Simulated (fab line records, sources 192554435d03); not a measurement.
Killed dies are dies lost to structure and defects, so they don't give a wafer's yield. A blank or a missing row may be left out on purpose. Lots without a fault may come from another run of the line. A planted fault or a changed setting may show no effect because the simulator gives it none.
Which tool did it? | flow n5_finfet | 24 lots, 72 wafers sampled, at 5 steps of a route of 1938

WHAT THE GAUGES READ, wafer by wafer
N5_DUMMY_GATE_OVL_MEAS_16. Usual: GATE_OVL -0.4 nm, standard deviation 0.62.
lot  | measured    | on         | GATE_OVL (nm)  | flag
L074 | day 2 21:35 | overlay-02 | -0.6 -1.1 -1.0 |
L075 | day 3 05:37 | overlay-02 | -0.1 -1.1 -1.8 |
L076 | day 3 09:28 | overlay-01 | 0.3 0.0 -0.7   |
L077 | day 3 16:31 | overlay-02 | 0.8 1.2 -0.1   |
L078 | day 3 22:06 | overlay-01 | -1.1 -1.4 -1.2 |
L079 | day 4 02:14 | overlay-02 | -0.8 -1.4 -0.1 |
L080 | day 4 10:39 | overlay-01 | -1.1 -1.2 -0.6 |
L081 | day 4 15:08 | overlay-02 | 0.1 0.3 0.4    |
L082 | day 4 21:19 | overlay-01 | -0.6 0.0 0.0   |
L083 | day 5 10:13 | overlay-01 | 0.4 -0.6 0.8   |
L084 | day 5 12:13 | overlay-01 | -0.7 -0.6 -0.7 |
L085 | day 5 20:17 | overlay-02 | -0.5 0.5 0.0   |
L086 | day 6 00:11 | overlay-01 | -0.4 -0.2 -0.6 |
L087 | day 6 03:44 | overlay-01 | -0.8 -0.2 -0.5 |
L088 | day 6 11:29 | overlay-01 | -1.3 -0.6 -1.1 |
L089 | day 6 16:48 | overlay-01 | -0.6 -0.2 0.2  |
L090 | day 6 21:58 | overlay-02 | 0.3 0.5 -0.9   |
L091 | day 7 03:00 | overlay-02 | -1.3 -1.5 -0.4 |
L092 | day 7 11:05 | overlay-01 | -1.9 -1.2 -1.4 |
L093 | day 7 16:52 | overlay-01 | -0.7 -0.9 -0.5 |
L094 | day 7 22:15 | overlay-02 | -0.3 -0.7 0.3  |
L095 | day 8 03:31 | overlay-01 | 0.2 0.0 -0.3   |
L096 | day 8 10:29 | overlay-01 | -0.8 -0.4 -0.5 |
L097 | day 8 15:09 | overlay-01 | -0.3 -1.2 -0.8 |

WHICH TOOL RAN EACH LOT (tool, then ch and the chambers of the sampled wafers, then the start)
lot  | N5_FIN_SAQP_PECVD_48           | N5_FIN_SAQP_DESCUM_21             | N5_FIN_CUT_DESCUM_13              | N5_DUMMY_GATE_ALD_02
L074 | pecvd-02 ch 1,2, day 1 20:56   | rie_diel-01 ch 0,1, day 1 21:32   | rie_diel-02 ch 0,1, day 2 02:37   | ald_sin-01 ch 0,1,2, day 2 13:00
L075 | pecvd-02 ch 0,1, day 2 03:42   | rie_diel-01 ch 1,2, day 2 04:27   | rie_diel-02 ch 1,2,3, day 2 10:22 | ald_sin-04 ch 1,2, day 2 21:04
L076 | pecvd-02 ch 0,1, day 2 09:17   | rie_diel-03 ch 2,3, day 2 10:05   | rie_diel-05 ch 2,3, day 2 15:07   | ald_sin-01 ch 1,2,3, day 3 01:02
L077 | pecvd-02 ch 0,1, day 2 15:55   | rie_diel-01 ch 0,3, day 2 16:33   | rie_diel-02 ch 0,1, day 2 21:14   | ald_sin-04 ch 1,2, day 3 07:59
L078 | pecvd-01 ch 0,1, day 2 20:32   | rie_diel-06 ch 0,2,3, day 2 21:14 | rie_diel-05 ch 0,1,2, day 3 03:07 | ald_sin-04 ch 0,1,2, day 3 13:23
L079 | pecvd-02 ch 0,1, day 3 02:31   | rie_diel-06 ch 2,3, day 3 03:19   | rie_diel-02 ch 1,3, day 3 07:53   | ald_sin-04 ch 0,2, day 3 17:46
L080 | pecvd-01 ch 0,1, day 3 09:07   | rie_diel-06 ch 0,1,2, day 3 10:07 | rie_diel-05 ch 0,1,3, day 3 15:31 | ald_sin-02 ch 1,2,3, day 4 02:02
L081 | pecvd-02 ch 0,1, day 3 15:02   | rie_diel-03 ch 0,1,3, day 3 15:38 | rie_diel-02 ch 0,1,3, day 3 20:21 | ald_sin-04 ch 1,3, day 4 06:43
L082 | pecvd-03 ch 0,1, day 3 21:05   | rie_diel-06 ch 2,3, day 3 21:47   | rie_diel-04 ch 2,3, day 4 02:41   | ald_sin-04 ch 2,3, day 4 12:46
L083 | pecvd-03 ch 0,1,2, day 4 03:40 | rie_diel-01 ch 0,1,2, day 4 04:22 | rie_diel-04 ch 0,2,3, day 4 10:21 | ald_sin-01 ch 0,2,3, day 4 21:50
L084 | pecvd-03 ch 0,1,2, day 4 09:46 | rie_diel-01 ch 1,2, day 4 10:29   | rie_diel-04 ch 2,3, day 4 16:07   | ald_sin-01 ch 1,2, day 5 01:55
L085 | pecvd-03 ch 0,1,2, day 4 15:55 | rie_diel-01 ch 1,2,3, day 4 16:38 | rie_diel-04 ch 1,3, day 4 22:58   | ald_sin-02 ch 1,2, day 5 09:53
L086 | pecvd-03 ch 0,1,2, day 4 22:54 | rie_diel-06 ch 1,2, day 4 23:37   | rie_diel-02 ch 2,3, day 5 04:54   | ald_sin-02 ch 0,2,3, day 5 15:32
L087 | pecvd-03 ch 0,1,2, day 5 03:02 | rie_diel-06 ch 0,2, day 5 03:44   | rie_diel-02 ch 0,1, day 5 08:50   | ald_sin-02 ch 0,2,3, day 5 19:06
L088 | pecvd-02 ch 0,2, day 5 10:39   | rie_diel-01 ch 0,1,3, day 5 11:22 | rie_diel-02 ch 0,1, day 5 17:03   | ald_sin-01 ch 1,2,3, day 6 02:58
L089 | pecvd-03 ch 0,1,2, day 5 15:38 | rie_diel-03 ch 1,2, day 5 17:08   | rie_diel-04 ch 1,2,3, day 5 22:05 | ald_sin-04 ch 1,2, day 6 08:13
L090 | pecvd-02 ch 0,1, day 5 21:52   | rie_diel-06 ch 0,1,2, day 5 22:35 | rie_diel-04 ch 0,1,3, day 6 03:34 | ald_sin-01 ch 0,1,2, day 6 13:25
L091 | pecvd-02 ch 0,1,2, day 6 02:56 | rie_diel-03 ch 0,2, day 6 03:47   | rie_diel-02 ch 0,1,3, day 6 08:29 | ald_sin-01 ch 0,2, day 6 18:29
L092 | pecvd-01 ch 1,2, day 6 09:17   | rie_diel-03 ch 0,1, day 6 09:59   | rie_diel-04 ch 1,2,3, day 6 14:50 | ald_sin-04 ch 0,1,3, day 7 00:41
L093 | pecvd-02 ch 0,1,2, day 6 15:41 | rie_diel-01 ch 1,2, day 6 16:23   | rie_diel-02 ch 2,3, day 6 22:20   | ald_sin-04 ch 0,1,3, day 7 08:15
L094 | pecvd-01 ch 0,1,2, day 6 21:33 | rie_diel-01 ch 0,2,3, day 6 22:16 | rie_diel-02 ch 1,2, day 7 03:19   | ald_sin-04 ch 0,1,2, day 7 13:47
L095 | pecvd-03 ch 0,2, day 7 03:46   | rie_diel-01 ch 0,2,3, day 7 04:35 | rie_diel-02 ch 2,3, day 7 09:13   | ald_sin-02 ch 0,2,3, day 7 18:58
L096 | pecvd-01 ch 1,2, day 7 09:57   | rie_diel-06 ch 0,1,3, day 7 10:34 | rie_diel-05 ch 0,3, day 7 15:32   | ald_sin-02 ch 0,2, day 8 01:55
L097 | pecvd-02 ch 0,1,2, day 7 15:14 | rie_diel-01 ch 0,1, day 7 15:50   | rie_diel-05 ch 0,2,3, day 7 20:35 | ald_sin-04 ch 0,2, day 8 06:43
- N5_FIN_SAQP_PECVD_48: deposits SiNx from SiH4/NH3/N2, target thk 25 nm, time 22.1 s.
- N5_FIN_SAQP_DESCUM_21: chemistry O2, time 7.9 s.
- N5_FIN_CUT_DESCUM_13: chemistry O2, time 7 s.
- N5_DUMMY_GATE_ALD_02: deposits SiO2, target thk 2 nm, pulse time 1 s.

WHAT THE TOOLS THEMSELVES READ (means of the sampled wafers that have a number; where no wafer has one, the mark that the record gives instead)
N5_FIN_SAQP_PECVD_48. Usual: heater_power_w 740 W, standard deviation 93; showerhead_plenum_p_Torr 5.16 Torr, standard deviation 0.063; throttle_valve_pct 40.1 %, standard deviation 2.6.
lot  | tool     | heater_power_w (W) | showerhead_plenum_p_Torr (Torr) | throttle_valve_pct (%) | flag
L074 | pecvd-02 | 616                | 5.20                            | 41.2                   |
L075 | pecvd-02 | 723                | 5.19                            | 39.5                   |
L076 | pecvd-02 | 828                | 5.14                            | 40.2                   |
L077 | pecvd-02 | 731                | 5.15                            | 40.1                   |
L078 | pecvd-01 | 793                | 5.14                            | 45.7                   |
L079 | pecvd-02 | 699                | 5.19                            | 39.7                   |
L080 | pecvd-01 | 831                | 5.14                            | 45.8                   |
L081 | pecvd-02 | 825                | 5.15                            | 40.1                   |
L082 | pecvd-03 | 757                | 5.13                            | 40.4                   |
L083 | pecvd-03 | 671                | 5.16                            | 39.5                   |
L084 | pecvd-03 | 699                | 5.16                            | 39.5                   |
L085 | pecvd-03 | 703                | 5.16                            | 39.3                   |
L086 | pecvd-03 | 709                | 5.16                            | 39.6                   |
L087 | pecvd-03 | 762                | 5.16                            | 39.4                   |
L088 | pecvd-02 | 716                | 5.09                            | 37.5                   |
L089 | pecvd-03 | 730                | 5.16                            | 39.6                   |
L090 | pecvd-02 | 745                | 5.21                            | 39.9                   |
L091 | pecvd-02 | 726                | 5.14                            | 38.7                   |
L092 | pecvd-01 | 805                | 5.19                            | 44.3                   |
L093 | pecvd-02 | 767                | 5.15                            | 38.7                   |
L094 | pecvd-01 | 797                | 5.15                            | 43.0                   |
L095 | pecvd-03 | 719                | 5.16                            | 39.4                   |
L096 | pecvd-01 | 778                | 5.19                            | 41.8                   |
L097 | pecvd-02 | 702                | 5.15                            | 38.8                   |

N5_FIN_SAQP_DESCUM_21. Usual: drypump_motor_current_A 5.5 A, standard deviation 0.5; oes_product_au 0.79 a.u., standard deviation 0.07; rf_vpp_V 243.4 V, standard deviation 1.4; showerhead_plenum_p_Torr 2.12 Torr, standard deviation 0.074; throttle_valve_pct 20.48 %, standard deviation 0.22.
lot  | tool        | drypump_motor_current_A (A) | oes_product_au (a.u.) | rf_vpp_V (V) | showerhead_plenum_p_Torr (Torr) | throttle_valve_pct (%) | flag
L074 | rie_diel-01 | 5.7                         | 0.75                  | 242.5        | 2.09                            | 20.56                  |
L075 | rie_diel-01 | 5.5                         | 0.75                  | 243.9        | 2.12                            | 20.58                  |
L076 | rie_diel-03 | 5.8                         | 0.73                  | 242.2        | 2.11                            | 20.69                  |
L077 | rie_diel-01 | 6.2                         | 0.90                  | 245.2        | 2.19                            | 20.26                  |
L078 | rie_diel-06 | 5.0                         | 0.84                  | 243.9        | 2.09                            | 20.40                  |
L079 | rie_diel-06 | 5.0                         | 0.87                  | 242.4        | 2.05                            | 20.25                  |
L080 | rie_diel-06 | 5.2                         | 0.82                  | 243.5        | 2.12                            | 20.53                  |
L081 | rie_diel-03 | 5.6                         | 0.75                  | 242.9        | 2.13                            | 20.49                  |
L082 | rie_diel-06 | 5.0                         | 0.86                  | 242.4        | 2.05                            | 20.27                  |
L083 | rie_diel-01 | 5.5                         | 0.75                  | 243.4        | 2.12                            | 20.62                  |
L084 | rie_diel-01 | 5.5                         | 0.73                  | 242.7        | 2.12                            | 20.60                  |
L085 | rie_diel-01 | 5.8                         | 0.80                  | 244.1        | 2.17                            | 20.45                  |
L086 | rie_diel-06 | 5.3                         | 0.83                  | 242.5        | 2.07                            | 20.54                  |
L087 | rie_diel-06 | 5.2                         | 0.81                  | 241.7        | 2.08                            | 20.57                  |
L088 | rie_diel-01 | 6.0                         | 0.78                  | 243.2        | 2.12                            | 20.45                  |
L089 | rie_diel-03 | 5.4                         | 0.76                  | 242.1        | 2.01                            | 20.40                  |
L090 | rie_diel-06 | 5.2                         | 0.80                  | 242.6        | 2.11                            | 20.56                  |
L091 | rie_diel-03 | 6.1                         | 0.72                  | 244.2        | 2.11                            | 20.66                  |
L092 | rie_diel-03 | 5.8                         | 0.75                  | 243.1        | 2.13                            | 20.50                  |
L093 | rie_diel-01 | 5.3                         | 0.76                  | 244.5        | 2.15                            | 20.66                  |
L094 | rie_diel-01 | 5.7                         | 0.81                  | 244.9        | 2.17                            | 20.49                  |
L095 | rie_diel-01 | 5.7                         | 0.80                  | 244.2        | 2.17                            | 20.50                  |
L096 | rie_diel-06 | 5.1                         | 0.79                  | 242.9        | 2.11                            | 20.43                  |
L097 | rie_diel-01 | 5.6                         | 0.82                  | 242.4        | 2.07                            | 20.51                  |

N5_FIN_CUT_DESCUM_13. Usual: drypump_motor_current_A 5.8 A, standard deviation 0.38; oes_product_au 0.77 a.u., standard deviation 0.055; rf_vpp_V 243.1 V, standard deviation 1.2; showerhead_plenum_p_Torr 2.09 Torr, standard deviation 0.059; throttle_valve_pct 20.46 %, standard deviation 0.19.
lot  | tool        | drypump_motor_current_A (A) | oes_product_au (a.u.) | rf_vpp_V (V) | showerhead_plenum_p_Torr (Torr) | throttle_valve_pct (%) | flag
L074 | rie_diel-02 | 5.9                         | 0.79                  | 242.1        | 2.07                            | 20.61                  |
L075 | rie_diel-02 | 6.0                         | 0.78                  | 243.1        | 2.10                            | 20.46                  |
L076 | rie_diel-05 | 5.8                         | 0.81                  | 243.4        | 2.10                            | 20.34                  |
L077 | rie_diel-02 | 5.9                         | 0.79                  | 242.9        | 2.07                            | 20.63                  |
L078 | rie_diel-05 | 5.9                         | 0.78                  | 244.6        | 2.17                            | 20.39                  |
L079 | rie_diel-02 | 6.0                         | 0.80                  | 242.7        | 2.05                            | 20.55                  |
L080 | rie_diel-05 | 6.2                         | 0.80                  | 243.5        | 2.12                            | 20.44                  |
L081 | rie_diel-02 | 5.9                         | 0.77                  | 243.1        | 2.07                            | 20.49                  |
L082 | rie_diel-04 | 5.6                         | 0.73                  | 243.0        | 2.09                            | 20.39                  |
L083 | rie_diel-04 | 5.5                         | 0.74                  | 242.4        | 2.06                            | 20.43                  |
L084 | rie_diel-04 | 5.9                         | 0.74                  | 243.1        | 2.09                            | 20.50                  |
L085 | rie_diel-04 | 5.2                         | 0.87                  | 243.5        | 2.12                            | 20.36                  |
L086 | rie_diel-02 | 6.0                         | 0.74                  | 243.3        | 2.11                            | 20.28                  |
L087 | rie_diel-02 | 5.9                         | 0.79                  | 242.4        | 2.05                            | 20.71                  |
L088 | rie_diel-02 | 5.9                         | 0.77                  | 242.4        | 2.06                            | 20.65                  |
L089 | rie_diel-04 | 5.6                         | 0.79                  | 243.7        | 2.10                            | 20.43                  |
L090 | rie_diel-04 | 5.2                         | 0.78                  | 242.8        | 2.07                            | 20.37                  |
L091 | rie_diel-02 | 5.9                         | 0.76                  | 242.4        | 2.06                            | 20.52                  |
L092 | rie_diel-04 | 5.6                         | 0.79                  | 242.8        | 2.10                            | 20.46                  |
L093 | rie_diel-02 | 6.0                         | 0.72                  | 243.1        | 2.10                            | 20.30                  |
L094 | rie_diel-02 | 6.2                         | 0.75                  | 244.1        | 2.13                            | 20.65                  |
L095 | rie_diel-02 | 6.0                         | 0.73                  | 243.6        | 2.10                            | 20.32                  |
L096 | rie_diel-05 | 6.1                         | 0.82                  | 243.5        | 2.09                            | 20.52                  |
L097 | rie_diel-05 | 5.8                         | 0.78                  | 242.7        | 2.11                            | 20.43                  |

N5_DUMMY_GATE_ALD_02. Usual: heater_power_w 498 W, standard deviation 73; precursor_pulse_height_rel 1.001, standard deviation 0.019.
lot  | tool       | heater_power_w (W) | precursor_pulse_height_rel | flag
L074 | ald_sin-01 | 501                | 1.002                      |
L075 | ald_sin-04 | 509                | 1.000                      |
L076 | ald_sin-01 | 518                | 1.000                      |
L077 | ald_sin-04 | 514                | 1.000                      |
L078 | ald_sin-04 | 459                | 0.986                      |
L079 | ald_sin-04 | 453                | 0.990                      |
L080 | ald_sin-02 | 473                | 1.009                      |
L081 | ald_sin-04 | 552                | 0.994                      |
L082 | ald_sin-04 | 569                | 0.996                      |
L083 | ald_sin-01 | 501                | 1.007                      |
L084 | ald_sin-01 | 552                | 0.970                      |
L085 | ald_sin-02 | 402                | 0.991                      |
L086 | ald_sin-02 | 502                | 0.982                      |
L087 | ald_sin-02 | 511                | 1.012                      |
L088 | ald_sin-01 | 527                | 1.006                      |
L089 | ald_sin-04 | 506                | 1.013                      |
L090 | ald_sin-01 | 505                | 0.977                      |
L091 | ald_sin-01 | 487                | 1.021                      |
L092 | ald_sin-04 | 491                | 0.992                      |
L093 | ald_sin-04 | 487                | 1.006                      |
L094 | ald_sin-04 | 468                | 1.014                      |
L095 | ald_sin-02 | 506                | 0.995                      |
L096 | ald_sin-02 | 462                | 1.009                      |
L097 | ald_sin-04 | 447                | 0.986                      |

THE ANSWER, worked out from the rows above alone
Rule: a lot is off if the mean of its wafers that have a number lies more than 3 standard deviations from the usual mean. A lot without any number at a reading at which 4 lots or more have one is off too. The other lots that the step has rows for count as sound. The gauges are gone through in route order, then the tools' own readings, and for those a lot's mean is taken as printed above. The first step at which some lot is off is used, and at that step the reading that is off furthest; a lot without a number counts as furthest.
No lot is off at any reading shown: from this, nothing can be told.

WHAT THE SIMULATOR HAD PUT IN
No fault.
